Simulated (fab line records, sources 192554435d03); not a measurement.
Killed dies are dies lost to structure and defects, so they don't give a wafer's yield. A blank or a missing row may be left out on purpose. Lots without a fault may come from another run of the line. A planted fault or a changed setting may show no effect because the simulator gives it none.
Chamber matching | flow n5_finfet | N5_MOL_CONTACT_COAG_CMP_52 on cmp-01: 4 sister chambers
The step polishes, stops on SiO2, t overpolish 1.5 s, target thk 66.5 nm. 24 wafers are shown with their chamber, then 12 later ones without.

WAFERS WITH THEIR CHAMBER
wafer  | chamber | motor_current_A (A) | time_to_endpoint_s (s) | overpolish_run_s (s)
L075.2 | 0       | 10.9                | 12.5                   | 1.484
L075.3 | 1       | 12.1                | 14.4                   | 1.509
L075.5 | 1       | 11.9                | 12.1                   | 1.494
L077.3 | 0       | 10.8                | 14.8                   | 1.502
L077.5 | 1       | 12.1                | 14.6                   | 1.500
L077.6 | 2       | 11.0                | 10.6                   | 1.506
L081.2 | 3       | 10.4                | 15.0                   | 1.498
L081.3 | 1       | 11.7                | 13.0                   | 1.508
L081.5 | 2       | 11.3                | 12.6                   | 1.493
L082.4 | 0       | 10.6                | 16.0                   | 1.498
L082.5 | 0       | 10.8                | 13.4                   | 1.494
L082.6 | 1       | 12.0                | 15.5                   | 1.492
L084.1 | 0       | 10.4                | 14.7                   | 1.507
L084.4 | 3       | 10.8                | 15.7                   | 1.498
L084.6 | 0       | 10.5                | 14.5                   | 1.513
L089.2 | 2       | 10.1                | 12.9                   | 1.507
L089.4 | 1       | 12.5                | 15.9                   | 1.501
L089.5 | 2       | 10.8                | 10.9                   | 1.500
L091.1 | 3       | 10.6                | 14.5                   | 1.492
L091.2 | 0       | 10.5                | 12.1                   | 1.498
L091.5 | 0       | 10.3                | 12.9                   | 1.488
L091.3 | 1       | 11.8                | 14.1                   | 1.515
L091.4 | 2       | 10.7                | 12.3                   | 1.509
L091.6 | 1       | 11.3                | 14.0                   | 1.501

SIGNATURES (means of the wafers above)
reading            | chamber 0 | chamber 1 | chamber 2 | chamber 3 | scatter within a chamber
motor_current_A    | 10.600    | 11.925    | 10.780    | 10.600    | 0.32
time_to_endpoint_s | 13.863    | 14.200    | 11.860    | 15.067    | 1.19
overpolish_run_s   | 1.49800   | 1.50250   | 1.50300   | 1.49600   | 0.00791
Rule: a wafer's distance from a chamber is the root of the sum, over the readings, of the square of ((its reading less the chamber's mean) divided by the reading's scatter). The wafer belongs to the nearest chamber; if the next one is less than 2 further off, it can't be placed. The scatter: the root of (the sum of the squares of (reading less its chamber's mean) over the shown wafers, divided by (wafers less chambers)).

WAFERS WITHOUT THEIR CHAMBER
wafer  | motor_current_A (A) | time_to_endpoint_s (s) | overpolish_run_s (s)
L094.1 | 10.5                | 21.2                   | 1.506
L094.2 | 11.6                | 13.6                   | 1.502
L094.3 | 11.9                | 12.8                   | 1.483
L094.4 | 10.2                | 14.4                   | 1.496
L094.5 | 10.6                | 12.0                   | 1.514
L094.6 | 10.7                | 14.9                   | 1.502
L095.1 | 10.9                | 11.2                   | 1.482
L095.4 | 11.9                | 15.6                   | 1.481
L095.5 | 10.6                | 14.4                   | 1.495
L097.1 | 12.3                | 13.2                   | 1.498
L097.5 | 12.0                | 15.3                   | 1.514
L097.6 | 10.3                | 13.9                   | 1.509

WHICH CHAMBER EACH WENT THROUGH
wafer  | from the rows above          | in truth
L094.1 | can't be placed: 3 or 0      | 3
L094.2 | can't be placed: 1 or 2      | 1
L094.3 | can't be placed: 1 or 2 or 0 | 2
L094.4 | can't be placed: 0 or 3 or 2 | 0
L094.5 | can't be placed: 2 or 0 or 3 | 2
L094.6 | can't be placed: 3 or 0 or 2 | 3
L095.1 | can't be placed: 2 or 0 or 3 | 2
L095.4 | can't be placed: 1 or 3 or 0 | 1
L095.5 | can't be placed: 3 or 0 or 2 | 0
L097.1 | 1                            | 1
L097.5 | 1                            | 1
L097.6 | can't be placed: 0 or 3 or 2 | 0
Placed correctly: 2 of 12. Can't be placed from these rows: 10 (the true chamber is among the candidates in 10). Placed wrongly: 0.
